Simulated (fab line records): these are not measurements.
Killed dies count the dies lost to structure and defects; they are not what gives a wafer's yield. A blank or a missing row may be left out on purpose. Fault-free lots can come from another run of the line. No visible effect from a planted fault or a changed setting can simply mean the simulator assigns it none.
A lot that was struck, set against a sound lot + flow n5-finfet + 16 out of 1938 route steps
Sound: the wafers L891.1, L891.4, L891.6. Struck: wafers L883.1, L883.4, L883.5. The cause is given at the end.
For every step that has rows: the tool of each side, followed by ch and its chambers, followed by its first start. Under that, the readings that differ: sound wafers + struck wafers + difference of the means + sigmas: that difference in standard deviations of wafers without a fault.
alike: a reading whose means differ by less than 2 such deviations, as well as words and numbers matching on both sides. not compared: withheld readings; readings where some wafer has no value; bounds like >300 that might hide an equal value; numbers whose values overlap and for which the record gives no deviation.
Wherever a step has rows on one side only, a row that says differs or no value, or a row with sigmas, the two part there. Numbers that have no deviation but don't overlap get no sigmas and don't part them. A reading missing from all wafers of one side parts the sides only when that side holds two or more wafers.

first, 8 steps without rows for these wafers: N5_HKMG_FIN_COAT_29 (time 60 s, resist thk 300 nm); N5_HKMG_FIN_COAT_30 (time 60 s, resist thk 35 nm); N5_HKMG_FIN_COAT_06 (resist thk 90 nm); N5_HKMG_FIN_EBR_08; N5_HKMG_FIN_SOFTBAKE_07 (time 60 s); N5_HKMG_FIN_EXPOSE_09 (exposes mask NWFM); N5_HKMG_FIN_PEB_10 (peb time 60 s); N5_HKMG_FIN_DEVELOP_11 (develop time 30 s).
N5_HKMG_FIN_CD_MEAS_12 targets a cd of 92.8 nm.
  sound on cd-sem-03 ch 0, day 9 15:20; struck on cd-sem-03 ch 0, day 7 15:25
  alike: cd-nm
N5_HKMG_FIN_OVL_MEAS_13:
  sound on overlay-02 ch 0, day 9 15:22; struck on overlay-01 ch 0, day 7 15:27
  alike: NWFM_OVL
N5_HKMG_FIN_INSPECT_14: inspects for defects (macro).
  sound on defect-inspect-01, day 9 15:23; struck on defect-inspect-01, day 7 15:29
  alike: raw-defect-count
N5_HKMG_FIN_DESCUM_17: chemistry O2, time 7.9 s.
  sound on rie-diel-06 ch 0,2,3, day 9 15:26; struck on rie-diel-05 ch 2,3, day 7 15:31
  alike: drypump-motor-current-A, oes-product-au, rf-vpp-V, showerhead-plenum-p-Torr, throttle-valve-pct
  not compared: rf-hours-counter-h
N5_HKMG_FIN_ETCH_31: etches SiARC in CF4, target depth 45.5 nm, time 75.8 s.
  sound on rie-diel-06 ch 0,2,3, day 9 15:28; struck on rie-diel-05 ch 2,3, day 7 15:33
  no value came back on the struck wafers for any of 8 readings (bias-w (W), cf4-flow-sccm (sccm) and others); on the sound wafers bias-w (W) reads 35.96 36.00 35.92
| reading                                       | sound          | struck       | difference | sigmas |
|-----------------------------------------------|----------------|--------------|------------|--------|
| model.CAR-ArF_of_HKMG_FIN_COAT_06.thk-nm (nm) | 50.8 50.6 50.6 | 83.8 83.8 84 | +33.2      |        |
  not compared: rf-hours-counter-h
N5_HKMG_FIN_ETCH_32: etches SOC in N2/H2, target depth 240 nm, time 300 s.
  sound on rie-diel-06 ch 0,2,3, day 9 15:31; struck on rie-diel-05 ch 2,3, day 7 15:36
  alike: bias-w, chamber-pressure-mTorr, drypump-motor-current-A, oes-product-au, rf-vpp-V, showerhead-plenum-p-Torr, throttle-valve-pct
  not compared: rf-hours-counter-h
N5_BEOL_M4_RC_MEAS_101:
  the record has rows for the sound wafers here (prober-01 ch 0, day 13 21:15) and none for the struck ones
-- record jumps: 9 days separate the struck wafers' starts on either side; left off in module BEOL_M4, taken up again in module PASSIVATION, whose first shown step is the route's number 1936 --
N5_PASSIVATION_PROBE_49:
  sound on prober-02, day 18 11:35; struck on prober-01, day 16 18:23
| reading                  | sound          | struck         | difference | sigmas |
|--------------------------|----------------|----------------|------------|--------|
| defect-limited-yield (%) | 91.0 91.1 90.9 | 0 0 0          | -91        | -65    |
| killed_at_M4_up          | 24 21 22       | 7 4 7          | -16        | -3     |
| killed-at-front-end      | 51 43 43       | 1133 1132 1132 | +1087      | +99    |
| killed-dies              | 106 105 107    | 1180 1180 1180 | +1074      | +63    |
| killed-on-rim            | 18 18 14       | 152 152 152    | +135       | +32    |
| sort_bin_5_function (%)  | 5.6 4.7 5.8    | 96.9 96.5 96.9 | +91.4      | +93    |
| sort-n-pass              | 1074 1075 1073 | 0 0 0          | -1074      | -51    |
| sort-yield-pct (%)       | 91.0 91.1 90.9 | 0 0 0          | -91        | -54    |
  alike: killed_at_M0_to_M3, killed-at-contacts, killed-at-other, killed-open, killed-short, sort_bin_4_leakage, sort_bin_6_memory, sort_bin_8_speed

== WHERE THEY PART ==
Last at N5_PASSIVATION_PROBE_49 as far as this record goes, first at N5_HKMG_FIN_ETCH_31.

WHY: the cause the simulator had injected
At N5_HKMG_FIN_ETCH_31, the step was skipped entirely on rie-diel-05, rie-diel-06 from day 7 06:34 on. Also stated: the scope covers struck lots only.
